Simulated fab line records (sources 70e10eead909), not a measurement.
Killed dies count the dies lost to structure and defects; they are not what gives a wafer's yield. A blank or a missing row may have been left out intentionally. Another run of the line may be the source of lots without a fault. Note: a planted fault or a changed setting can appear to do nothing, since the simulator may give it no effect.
fab line records + flow nand-harc
[record]
- lots = 13
- wafers = 39
- last-day = 33
route steps=1302 shown P_BONDPAD@386 A_ZERO_WELL@401 A_ONON_D1@428 END@1302
lots with no fault: from the same line, run without faults
start-h: hours from the record's first day to the start of the lot's first wafer shown + wait-h: hours from the lot's prior step to this one + " identical to the entry in the row above + L1.1+2: several wafers, shown together as one row + - value missing, or start not given + * or withheld: withheld + < > ~ a bound
route shown NAME@n: a module of which the file shows steps, and the number in the route of the first + usual: average and standard deviation across the fault-free wafers + same: alike in all rows + chamber/n: place in a boat + sites: readings site by site + _std_site: standard deviation across them + _edge_site: the outer-site mean with the inner-site mean subtracted + radius-mm: for every site, how far away it sits from the centre of the wafer + mask NAME#n: copy n + behind: tool/chamber where the wafer was last shaped + hold: why the lot went on hold/how many hours it stayed there/how the hold came to an end + device: names the non-switching transistor (n, p or np) + end of line: tests run on the same wafers once the route is complete + step lacking rows: just its recipe + killed: count of dies lost to structure and defects at first sort (not the wafer's yield) + map: per-die view of a wafer (x killed, . not killed, _ where there is no die)
set.NAME: the setting as run; set.NAME@STEP: as run at that earlier step + model.NAME: the simulator's own value behind a step, which no gauge read
route steps across a sampled set of lots; one table per step, one row per wafer
services: when a tool's chamber went out of use (start-h, in hours from the record's first day, below 0 if earlier), for how many hours, and the reason
[[steps]]
[step NHARC_P_BONDPAD_ACTIVATE_29]
[recipe]
- time-s = 60
- n2-flow-sccm = 200
- ar-flow-sccm = 0
- bias-power-w = 0
- chemistry = N2
[usual]
- drypump-motor-current-A = 5.8/0.49
- oes-product-au = 1.003/0.0092
- rf-vpp-V = 64.2/0.9
- showerhead-plenum-p-Torr = 1.79/0.067
| lot.wafer | tool        | chamber | start-h | wait-h | drypump-motor-current-A | oes-product-au | rf-hours-counter-h | rf-vpp-V | showerhead-plenum-p-Torr |
|-----------|-------------|---------|---------|--------|-------------------------|----------------|--------------------|----------|--------------------------|
| L243.4    | rie-diel-11 | 2       | 137.27  | 0.1    | 5.9                     | 1.015          | 3.7                | 65.2     | 1.90                     |
| L243.6    | "           | 2       | "       | "      | 5.9                     | 1.003          | -                  | 64.4     | 1.91                     |
| L243.5    | "           | 3       | "       | "      | 5.8                     | 1.001          | -                  | 64.7     | 1.78                     |
| L244.3    | rie-diel-04 | 3       | 144.82  | 0.1    | 5.4                     | 0.998          | 8.8                | 64.9     | 1.79                     |
| L244.4    | "           | 0       | "       | "      | 5.8                     | 1.003          | 9.1                | 63.9     | 1.77                     |
| L244.6    | "           | 0       | "       | "      | 5.8                     | 1.006          | -                  | 63.8     | 1.77                     |
| L245.1    | rie-diel-11 | 3       | 161.64  | 0.1    | 5.8                     | 1.002          | 4.9                | 63.3     | 1.78                     |
| L245.2    | "           | 1       | "       | "      | 5.9                     | 0.998          | 4.7                | 65.4     | 1.84                     |
| L245.6    | "           | 0       | "       | "      | 6.8                     | 1.002          | -                  | 64.6     | 1.84                     |
| L247.3    | rie-diel-11 | 3       | 182.50  | 0.1    | 5.8                     | 1.020          | 5.9                | 63.4     | 1.78                     |
| L247.4    | "           | 0       | "       | "      | 6.8                     | 1.007          | 5.5                | 64.9     | 1.84                     |
| L247.5    | "           | 2       | "       | "      | 5.9                     | 1.007          | -                  | 64.1     | 1.90                     |
| L250.1    | rie-diel-12 | 0       | 203.82  | 0.1    | 5.3                     | 0.997          | 2.6                | 64.2     | 1.79                     |
| L250.3    | "           | 2       | "       | "      | 6.2                     | 1.003          | 2.7                | 62.9     | 1.71                     |
| L250.5    | "           | 3       | "       | "      | 5.5                     | 1.017          | -                  | 63.9     | 1.71                     |
| L252.4    | rie-diel-11 | 0       | 232.45  | 0.1    | 6.8                     | 1.010          | 8.5                | 64.7     | 1.84                     |
| L252.3    | "           | 1       | "       | "      | 5.9                     | 0.986          | 8.3                | 64.4     | 1.84                     |
| L252.6    | "           | 0       | "       | "      | 6.8                     | 1.006          | -                  | 64.9     | 1.84                     |
| L253.4    | rie-diel-11 | 1       | 236.61  | 0.1    | 5.9                     | 1.006          | 8.8                | 63.0     | 1.84                     |
| L253.2    | "           | 2       | "       | "      | 5.9                     | 0.996          | 9.9                | 65.4     | 1.90                     |
| L253.6    | "           | 2       | "       | "      | 5.9                     | 1.003          | -                  | 65.1     | 1.90                     |
| L254.2    | rie-diel-12 | 2       | 243.53  | 0.1    | 6.2                     | 0.999          | 3.7                | 64.4     | 1.71                     |
| L254.5    | "           | 0       | "       | "      | 5.3                     | 1.005          | -                  | 64.1     | 1.79                     |
| L254.6    | "           | 1       | "       | "      | 5.1                     | 1.010          | -                  | 66.4     | 1.84                     |
| L255.1    | rie-diel-11 | 1       | 254.78  | 0.1    | 5.9                     | 1.000          | 10.4               | 63.9     | 1.84                     |
| L255.2    | "           | 2       | "       | "      | 5.9                     | 1.006          | 11.3               | 63.5     | 1.90                     |
| L255.4    | "           | 3       | "       | "      | 5.8                     | 1.017          | 10.4               | 63.2     | 1.78                     |
| L259.4    | rie-diel-11 | 3       | 295.33  | 0.1    | 5.8                     | 0.997          | 2.1                | 64.5     | 1.78                     |
| L259.3    | "           | 0       | "       | "      | 6.8                     | 1.006          | 2.3                | 65.2     | 1.84                     |
| L259.6    | "           | 1       | "       | "      | 5.9                     | 1.031          | -                  | 63.5     | 1.84                     |
| L260.4    | rie-diel-11 | 2       | 304.42  | 0.1    | 5.9                     | 1.012          | 2.5                | 63.4     | 1.90                     |
| L260.2    | "           | 3       | "       | "      | 5.8                     | 0.992          | 2.5                | 64.4     | 1.78                     |
| L260.1    | "           | 1       | "       | "      | 6.0                     | 1.017          | 2.7                | 63.9     | 1.83                     |
| L261.3    | rie-diel-04 | 3       | 313.32  | 0.1    | 5.4                     | 1.004          | 6.5                | 65.2     | 1.79                     |
| L261.1    | "           | 0       | "       | "      | 5.8                     | 1.001          | 6.7                | 64.6     | 1.77                     |
| L261.5    | "           | 2       | "       | "      | 5.7                     | 0.998          | -                  | 62.8     | 1.66                     |
| L266.3    | rie-diel-12 | 0       | 363.50  | 0.1    | 5.3                     | 1.011          | 2.4                | 64.7     | 1.79                     |
| L266.2    | "           | 2       | "       | "      | 6.2                     | 0.998          | 2.4                | 62.7     | 1.71                     |
| L266.5    | "           | 1       | "       | "      | 5.0                     | 0.992          | -                  | 65.6     | 1.84                     |
[step NHARC_A_ZERO_WELL_CD_MEAS_10]
[recipe]
- target-cd-nm = 2000
- landing-energy-ev = 500
[usual]
- cd-nm = 1999.5/2.2
| lot.wafer | tool      | chamber | start-h | wait-h | cd-nm  |
|-----------|-----------|---------|---------|--------|--------|
| L243.4    | cd-sem-01 | 0       | 138.39  | -      | 2000.5 |
| L243.5    | "         | 0       | "       | "      | 1999.3 |
| L243.6    | "         | 0       | "       | "      | 1998.8 |
| L244.3    | cd-sem-02 | 0       | 146.16  | -      | 1997.5 |
| L244.4    | "         | 0       | "       | "      | 1998.6 |
| L244.6    | "         | 0       | "       | "      | 1998.1 |
| L245.1    | cd-sem-01 | 0       | 162.98  | -      | 1997.4 |
| L245.2    | "         | 0       | "       | "      | 1999.5 |
| L245.6    | "         | 0       | "       | "      | 1998.8 |
| L247.3    | cd-sem-03 | 0       | 183.62  | -      | 1999.0 |
| L247.4    | "         | 0       | "       | "      | 1999.6 |
| L247.5    | "         | 0       | "       | "      | 1999.1 |
| L250.1    | cd-sem-01 | 0       | 205.05  | -      | 1995.7 |
| L250.3    | "         | 0       | "       | "      | 2000.8 |
| L250.5    | "         | 0       | "       | "      | 1998.3 |
| L252.3    | cd-sem-02 | 0       | 233.68  | -      | 1995.7 |
| L252.4    | "         | 0       | "       | "      | 1996.7 |
| L252.6    | "         | 0       | "       | "      | 1998.4 |
| L253.2    | cd-sem-03 | 0       | 237.92  | -      | 1998.9 |
| L253.4    | "         | 0       | "       | "      | 1997.2 |
| L253.6    | "         | 0       | "       | "      | 1998.9 |
| L254.2    | cd-sem-02 | 0       | 244.75  | -      | 1997.1 |
| L254.5    | "         | 0       | "       | "      | 2001.0 |
| L254.6    | "         | 0       | "       | "      | 2002.1 |
| L255.1    | cd-sem-03 | 0       | 256.03  | -      | 2001.0 |
| L255.2    | "         | 0       | "       | "      | 1999.0 |
| L255.4    | "         | 0       | "       | "      | 2003.3 |
| L259.3    | cd-sem-03 | 0       | 296.45  | -      | 1998.0 |
| L259.4    | "         | 0       | "       | "      | 1997.8 |
| L259.6    | "         | 0       | "       | "      | 1995.1 |
| L260.1    | cd-sem-02 | 0       | 305.66  | -      | 1998.4 |
| L260.2    | "         | 0       | "       | "      | 2003.0 |
| L260.4    | "         | 0       | "       | "      | 2002.3 |
| L261.1    | cd-sem-03 | 0       | 314.42  | -      | 2001.7 |
| L261.3    | "         | 0       | "       | "      | 2000.0 |
| L261.5    | "         | 0       | "       | "      | 1998.0 |
| L266.2    | cd-sem-03 | 0       | 364.68  | -      | 1997.8 |
| L266.3    | "         | 0       | "       | "      | 1999.0 |
| L266.5    | "         | 0       | "       | "      | 2001.9 |
[step NHARC_A_ZERO_WELL_INSPECT_17]
[usual]
- raw-defect-count = 11/6.1
| lot.wafer | tool              | chamber | start-h | wait-h | raw-defect-count |
|-----------|-------------------|---------|---------|--------|------------------|
| L243.4    | defect-inspect-02 | -       | 139.85  | 0.1    | 11               |
| L243.5    | "                 | -       | "       | "      | 17               |
| L243.6    | "                 | -       | "       | "      | 11               |
| L244.3    | defect-inspect-02 | -       | 147.65  | 0.1    | 10               |
| L244.4    | "                 | -       | "       | "      | 14               |
| L244.6    | "                 | -       | "       | "      | 7                |
| L245.1    | defect-inspect-01 | -       | 164.46  | 0.2    | 13               |
| L245.2    | "                 | -       | "       | "      | 9                |
| L245.6    | "                 | -       | "       | "      | 15               |
| L247.3    | defect-inspect-02 | -       | 185.11  | 0.1    | 4                |
| L247.4    | "                 | -       | "       | "      | 12               |
| L247.5    | "                 | -       | "       | "      | 3                |
| L250.1    | defect-inspect-02 | -       | 206.51  | 0.2    | 2                |
| L250.3    | "                 | -       | "       | "      | 15               |
| L250.5    | "                 | -       | "       | "      | 10               |
| L252.3    | defect-inspect-01 | -       | 238.35  | 0.1    | 21               |
| L252.4    | "                 | -       | "       | "      | 14               |
| L252.6    | "                 | -       | "       | "      | 12               |
| L253.2    | defect-inspect-01 | -       | 239.48  | 0.1    | 10               |
| L253.4    | "                 | -       | "       | "      | 7                |
| L253.6    | "                 | -       | "       | "      | 5                |
| L254.2    | defect-inspect-01 | -       | 246.26  | 0.1    | 20               |
| L254.5    | "                 | -       | "       | "      | 16               |
| L254.6    | "                 | -       | "       | "      | 8                |
| L255.1    | defect-inspect-02 | -       | 257.55  | 0.2    | 16               |
| L255.2    | "                 | -       | "       | "      | 2                |
| L255.4    | "                 | -       | "       | "      | 15               |
| L259.3    | defect-inspect-01 | -       | 297.90  | 0.1    | 8                |
| L259.4    | "                 | -       | "       | "      | 19               |
| L259.6    | "                 | -       | "       | "      | 4                |
| L260.1    | defect-inspect-02 | -       | 307.12  | 0.2    | 9                |
| L260.2    | "                 | -       | "       | "      | 16               |
| L260.4    | "                 | -       | "       | "      | 9                |
| L261.1    | defect-inspect-01 | -       | 315.95  | 0.2    | 5                |
| L261.3    | "                 | -       | "       | "      | 20               |
| L261.5    | "                 | -       | "       | "      | 14               |
| L266.2    | defect-inspect-02 | -       | 366.18  | 0.1    | 12               |
| L266.3    | "                 | -       | "       | "      | 9                |
| L266.5    | "                 | -       | "       | "      | 6                |
[step NHARC_A_ONON_D1_DEP_06]
[recipe]
- target-thk-a = 10000
- n2-flow-sccm = 2750
- n2o-flow-sccm = 2000
- nh3-flow-sccm = 500
- sih4-flow-sccm = 210
- temp-c = 400
| lot.wafer  | tool          | chamber | start-h | wait-h |
|------------|---------------|---------|---------|--------|
| L243.4+5+6 | pecvd-onon-01 | 0       | 161.64  | 0.2    |
| L244.3+4+6 | pecvd-onon-01 | 0       | 173.64  | 0.2    |
| L245.1+2+6 | pecvd-onon-04 | 0       | 187.08  | 0.1    |
| L247.3+4+5 | pecvd-onon-01 | 0       | 206.37  | 0.2    |
| L250.1+3+5 | pecvd-onon-04 | 0       | 228.43  | 0.2    |
| L253.2+4+6 | pecvd-onon-03 | 0       | 260.87  | 0.1    |
| L252.3+4+6 | pecvd-onon-01 | 0       | 260.93  | 0.2    |
| L254.2+5+6 | pecvd-onon-04 | 0       | 267.21  | 0.1    |
| L255.1+2+4 | pecvd-onon-03 | 0       | 278.65  | 0.1    |
| L259.3+4+6 | pecvd-onon-03 | 0       | 319.66  | 0.2    |
| L260.1+2+4 | pecvd-onon-04 | 0       | 328.55  | 0.1    |
| L261.1+3+5 | pecvd-onon-03 | 0       | 337.30  | 0.1    |
| L266.2+3+5 | pecvd-onon-01 | 0       | 390.96  | 0.1    |
[step NHARC_A_ONON_D1_THK_MEAS_08]
[recipe]
- thk-meas-gauge = ellipsometry
[usual]
- thk-nm = 997/11
| lot.wafer | tool          | chamber | start-h | wait-h | hold                     | thk-nm |
|-----------|---------------|---------|---------|--------|--------------------------|--------|
| L243.4    | film-metro-01 | -       | 161.98  | -      | -                        | 1017   |
| L243.5    | "             | -       | "       | "      | -                        | 1016   |
| L243.6    | "             | -       | "       | "      | -                        | 1017   |
| L244.3    | film-metro-01 | -       | 174.03  | -      | -                        | 1007   |
| L244.4    | "             | -       | "       | "      | -                        | 1009   |
| L244.6    | "             | -       | "       | "      | -                        | 1005   |
| L245.1    | film-metro-02 | -       | 187.59  | -      | -                        | 986    |
| L245.2    | "             | -       | "       | "      | -                        | 988    |
| L245.6    | "             | -       | "       | "      | -                        | 986    |
| L247.3    | film-metro-01 | -       | 206.77  | -      | -                        | 1002   |
| L247.4    | "             | -       | "       | "      | -                        | 1006   |
| L247.5    | "             | -       | "       | "      | -                        | 1001   |
| L250.1    | film-metro-02 | -       | 228.94  | -      | -                        | 997    |
| L250.3    | "             | -       | "       | "      | -                        | 997    |
| L250.5    | "             | -       | "       | "      | -                        | 997    |
| L252.3    | film-metro-02 | -       | 261.33  | -      | -                        | 1009   |
| L252.4    | "             | -       | "       | "      | -                        | 1010   |
| L252.6    | "             | -       | "       | "      | -                        | 1011   |
| L253.2    | film-metro-01 | -       | 261.33  | -      | -                        | 995    |
| L253.4    | "             | -       | "       | "      | -                        | 995    |
| L253.6    | "             | -       | "       | "      | -                        | 995    |
| L254.2    | film-metro-02 | -       | 267.67  | -      | -                        | 994    |
| L254.5    | "             | -       | "       | "      | -                        | 994    |
| L254.6    | "             | -       | "       | "      | -                        | 993    |
| L255.1    | film-metro-01 | -       | 279.16  | -      | -                        | 995    |
| L255.2    | "             | -       | "       | "      | -                        | 996    |
| L255.4    | "             | -       | "       | "      | -                        | 995    |
| L259.3    | film-metro-02 | -       | 320.06  | -      | await-dispo/0.2h/release | 1534   |
| L259.4    | "             | -       | "       | "      | await-dispo/0.2h/release | 1533   |
| L259.6    | "             | -       | "       | "      | await-dispo/0.2h/release | 1535   |
| L259.3    | film-metro-02 | -       | 320.23  | 0.2    | -                        | 1534   |
| L259.4    | "             | -       | "       | "      | -                        | 1535   |
| L259.6    | "             | -       | "       | "      | -                        | 1534   |
| L260.1    | film-metro-01 | -       | 329.07  | -      | -                        | 1000   |
| L260.2    | "             | -       | "       | "      | -                        | 1000   |
| L260.4    | "             | -       | "       | "      | -                        | 999    |
| L261.1    | film-metro-01 | -       | 337.81  | -      | await-dispo/0.2h/release | 1527   |
| L261.3    | "             | -       | "       | "      | await-dispo/0.2h/release | 1527   |
| L261.5    | "             | -       | "       | "      | await-dispo/0.2h/release | 1527   |
| L261.1    | film-metro-01 | -       | 337.98  | 0.2    | -                        | 1526   |
| L261.3    | "             | -       | "       | "      | -                        | 1529   |
| L261.5    | "             | -       | "       | "      | -                        | 1527   |
| L266.2    | film-metro-01 | -       | 391.41  | -      | -                        | 991    |
| L266.3    | "             | -       | "       | "      | -                        | 990    |
| L266.5    | "             | -       | "       | "      | -                        | 991    |
[step NHARC_END_SORT_01]
[recipe]
- temp-c = 25
[usual]
- defect-limited-yield = 91/3
- killed-at-array = 54/21
- killed-at-other = 1.0/1.2
- killed-at-periphery = 3.6/2.6
- killed-dies = 58/20
- killed-open = 3.3/1.9
- killed-short = 2.6/1.5
- sort_bin_2_pct = 3.1/1.4
- sort_bin_3_pct = 0.6/0.37
- sort_bin_4_pct = 4.9/1.6
- sort-n-pass = 619/20
- sort-rim-yield-pct = 91/4.3
- sort-yield-pct = 91/3
[same]
- gross-dies = 677
- sort_bin_5_pct[%] = 0
- sort_bin_6_pct[%] = 0
- sort_bin_7_pct[%] = 0
- sort_bin_8_pct[%] = 0
- sort-rim-n-gross = 106.00
| lot.wafer | tool      | chamber | start-h | wait-h | defect-limited-yield[%] | killed-at-array | killed-at-other | killed-at-periphery | killed-dies | killed-open | killed-short | sort_bin_2_pct[%] | sort_bin_3_pct[%] | sort_bin_4_pct[%] | sort-n-pass | sort-rim-yield-pct[%] | sort-yield-pct[%] |
|-----------|-----------|---------|---------|--------|-------------------------|-----------------|-----------------|---------------------|-------------|-------------|--------------|-------------------|-------------------|-------------------|-------------|-----------------------|-------------------|
| L253.2    | prober-01 | 0       | 660.58  | 2.8    | 94                      | 35              | 2               | 3                   | 40          | 8           | 3            | 1.5               | 0.4               | 4.0               | 637         | 97                    | 94                |
| L253.4    | prober-01 | 0       | 662.17  | 3.4    | 94                      | 36              | 2               | 4                   | 42          | 4           | 1            | 1.0               | 0.3               | 4.9               | 635         | 91                    | 94                |
| L253.6    | prober-01 | 0       | 663.76  | 4.0    | 94                      | 37              | 2               | 3                   | 42          | 4           | 3            | 2.4               | 0.3               | 3.5               | 635         | 95                    | 94                |
| L254.2    | prober-02 | 0       | 660.68  | 2.8    | 85                      | 96              | 0               | 6                   | 102         | 4           | 2            | 4.4               | 1.0               | 9.6               | 575         | 89                    | 85                |
| L254.5    | prober-02 | 0       | 663.05  | 3.7    | 90                      | 63              | 0               | 4                   | 67          | 2           | 3            | 3.8               | 1.0               | 5.0               | 610         | 86                    | 90                |
| L254.6    | prober-02 | 0       | 663.84  | 4.0    | 87                      | 77              | 0               | 10                  | 87          | 1           | 3            | 5.0               | 0.7               | 7.1               | 590         | 93                    | 87                |
| L252.3    | prober-01 | 0       | 677.60  | 3.1    | 87                      | 81              | 2               | 3                   | 86          | 3           | 2            | 4.6               | 0.4               | 7.7               | 591         | 87                    | 87                |
| L252.4    | prober-01 | 0       | 678.39  | 3.4    | 87                      | 81              | 1               | 4                   | 86          | 7           | 1            | 4.7               | 0.7               | 7.2               | 591         | 84                    | 87                |
| L252.6    | prober-01 | 0       | 679.97  | 4.0    | 90                      | 64              | 1               | 5                   | 70          | 5           | 2            | 3.0               | 1.5               | 5.9               | 607         | 86                    | 90                |
| L255.1    | prober-02 | 0       | 687.41  | 2.5    | 97                      | 20              | 0               | 3                   | 23          | 3           | 0            | 1.2               | 0.1               | 2.1               | 654         | 98                    | 97                |
| L255.2    | prober-02 | 0       | 688.22  | 2.8    | 95                      | 24              | 1               | 8                   | 33          | 2           | 3            | 1.3               | 0.4               | 3.1               | 644         | 93                    | 95                |
// killed by level:class
L253.2 A_CHANNEL_HOLE_D1:chamber-film-flake=10 A_CONTACT:chamber-film-flake=6 A_M0:geometric-particle:open=3 A_CHANNEL_HOLE_D2:unspecified=3 A_SLIT:chamber-film-flake=3 A_ONON_D2:geometric-particle:open=2 P_GATE:chamber-film-flake=2 THIN_TSV:chamber-film-flake=2
L254.2 A_CHANNEL_HOLE_D1:chamber-film-flake=36 A_SLIT:chamber-film-flake=35 A_STAIRCASE:chamber-film-flake=12 P_M2:chamber-film-flake=3 A_SGD_CUT:chamber-film-flake=3 A_CONTACT:chamber-film-flake=3 P_CONTACT:geometric-particle:open=2 A_ZERO_WELL:chamber-film-flake=2
L253.4 A_CHANNEL_HOLE_D1:chamber-film-flake=13 A_CONTACT:chamber-film-flake=12 A_STAIRCASE:chamber-film-flake=2 THIN_TSV:chamber-film-flake=2 P_GATE:geometric-particle:open=1 P_M0:geometric-particle:open=1 A_DECK1_JOINT:geometric-particle:short=1 A_ONON_D2:geometric-particle:open=1
L254.5 A_CHANNEL_HOLE_D1:chamber-film-flake=28 A_SLIT:chamber-film-flake=20 A_STAIRCASE:chamber-film-flake=6 A_ZERO_WELL:chamber-film-flake=4 A_CHANNEL_FILL_D2:geometric-particle:short=2 P_GATE:chamber-film-flake=2 P_CONTACT:geometric-particle:open=1 A_ONON_D2:geometric-particle:short=1
L253.6 A_CHANNEL_HOLE_D1:chamber-film-flake=12 A_CONTACT:chamber-film-flake=6 A_STAIRCASE:chamber-film-flake=3 A_SLIT:chamber-film-flake=3 P_ZERO_WELL:chamber-film-flake=2 A_ZERO_WELL:chamber-film-flake=2 A_CHANNEL_HOLE_D2:chamber-film-flake=2 P_GATE:geometric-particle:short=1
L254.6 A_CHANNEL_HOLE_D1:chamber-film-flake=29 A_SLIT:chamber-film-flake=28 A_STAIRCASE:chamber-film-flake=9 P_M2:chamber-film-flake=6 A_CONTACT:chamber-film-flake=3 P_GATE:geometric-particle:short=2 P_GATE:chamber-film-flake=2 A_DECK1_JOINT:chamber-film-flake=2
L252.3 A_SLIT:chamber-film-flake=32 A_CHANNEL_HOLE_D1:chamber-film-flake=28 A_CHANNEL_HOLE_D2:chamber-film-flake=12 A_BLC:geometric-particle:open=2 P_ZERO_WELL:chamber-film-flake=2 A_STAIRCASE:chamber-film-flake=2 HYBRID_BOND:chamber-film-flake=2 P_STI:geometric-particle:short=1
L252.4 A_CHANNEL_HOLE_D1:chamber-film-flake=33 A_SLIT:chamber-film-flake=18 A_CHANNEL_HOLE_D2:chamber-film-flake=15 A_CONTACT:chamber-film-flake=4 A_DECK1_JOINT:chamber-film-flake=3 A_M1:geometric-particle:open=2 A_M1:chamber-film-flake=2 P_STI:geometric-particle:open=1
L252.6 A_CHANNEL_HOLE_D1:chamber-film-flake=28 A_SLIT:chamber-film-flake=15 A_CHANNEL_HOLE_D2:chamber-film-flake=6 P_ZERO_WELL:chamber-film-flake=3 A_DECK1_JOINT:chamber-film-flake=3 A_M1:chamber-film-flake=3 P_CONTACT:geometric-particle:open=2 A_STAIRCASE:chamber-film-flake=2
L255.1 A_STAIRCASE:chamber-film-flake=4 A_WL_FILL:chamber-film-flake=4 A_CHANNEL_HOLE_D1:chamber-film-flake=3 A_CHANNEL_FILL_D2:chamber-film-flake=3 P_STI:chamber-film-flake=2 P_M0:geometric-particle:open=1 A_WL_FILL:geometric-particle:open=1 A_BLC:geometric-particle:open=1
L255.2 P_GATE:chamber-film-flake=6 A_CHANNEL_HOLE_D1:chamber-film-flake=6 A_CONTACT:chamber-film-flake=3 P_STI:chamber-film-flake=2 A_CHANNEL_HOLE_D2:chamber-film-flake=2 A_CHANNEL_FILL_D2:chamber-film-flake=2 A_WL_FILL:chamber-film-flake=2 A_M1:chamber-film-flake=2
[[services]]
| tool          | chamber | start-h | hours | kind   |
|---------------|---------|---------|-------|--------|
| rie-diel-11   | 1       | 118.71  | 5.5   | repair |
| pecvd-onon-04 | -       | 130.00  | 13.0  | pm     |
| rie-diel-11   | 0       | 136.50  | -     | clean  |
| rie-diel-11   | 1       | 136.50  | -     | clean  |
| rie-diel-11   | 2       | 136.50  | -     | clean  |
| rie-diel-11   | 3       | 136.50  | -     | clean  |
| rie-diel-12   | 0       | 152.37  | 4.6   | repair |
| rie-diel-12   | -       | 159.39  | 0.7   | repair |
| rie-diel-11   | 0       | 161.00  | -     | clean  |
| rie-diel-11   | 1       | 161.00  | -     | clean  |
| rie-diel-04   | -       | 177.97  | 9.0   | pm     |
| pecvd-onon-03 | -       | 227.19  | 13.0  | pm     |
| rie-diel-11   | -       | 255.50  | 9.0   | pm     |
| rie-diel-12   | -       | 268.40  | 9.0   | pm     |
| pecvd-onon-01 | -       | 269.27  | 13.0  | pm     |
| rie-diel-04   | 2       | 272.85  | 2.9   | repair |
| pecvd-onon-04 | -       | 311.00  | 13.0  | pm     |
| rie-diel-04   | 3       | 323.75  | 3.1   | repair |
| rie-diel-04   | 1       | 340.13  | 6.8   | repair |
| rie-diel-04   | -       | 354.97  | 9.0   | pm     |
| rie-diel-11   | 0       | 365.98  | 6.8   | repair |
| rie-diel-11   | -       | 380.82  | 1.1   | repair |
| rie-diel-04   | 3       | 384.00  | 6.2   | repair |
| rie-diel-04   | -       | 387.22  | 0.5   | repair |
[[key]]
[first-sign]
- step = NHARC_A_ONON_D1_THK_MEAS_08
- reading = visit
- direction = added
[effect]
- step = NHARC_A_ONON_D1_THK_MEAS_08
- reading = thk-nm
- direction = up
- sigmas = 50
- usual = 997
- struck = 1531
met-at NHARC_A_ONON_D1_DEP_06
struck-lots L259,L261
struck-wafers L259.3,L259.4,L259.6,L261.1,L261.3,L261.5
scrapped-behind NHARC_A_ONON_D1_THK_MEAS_08 L259.3,L259.4,L259.6,L261.1,L261.3,L261.5
not-acting-at NHARC_P_BONDPAD_ACTIVATE_29,NHARC_A_ZERO_WELL_CD_MEAS_10,NHARC_A_ZERO_WELL_INSPECT_17
onset-between 278.65 319.66
[fault]
- kind = process-parameter-drift
- tool = pecvd-onon-03
- chamber = 0
- onset-h = 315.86
- steps = NHARC_A_ONON_D1_DEP_06
- channel = target-thk-a
- offset = *
- shape = step
- end-h = 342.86
- acts-in = *
- stated = *
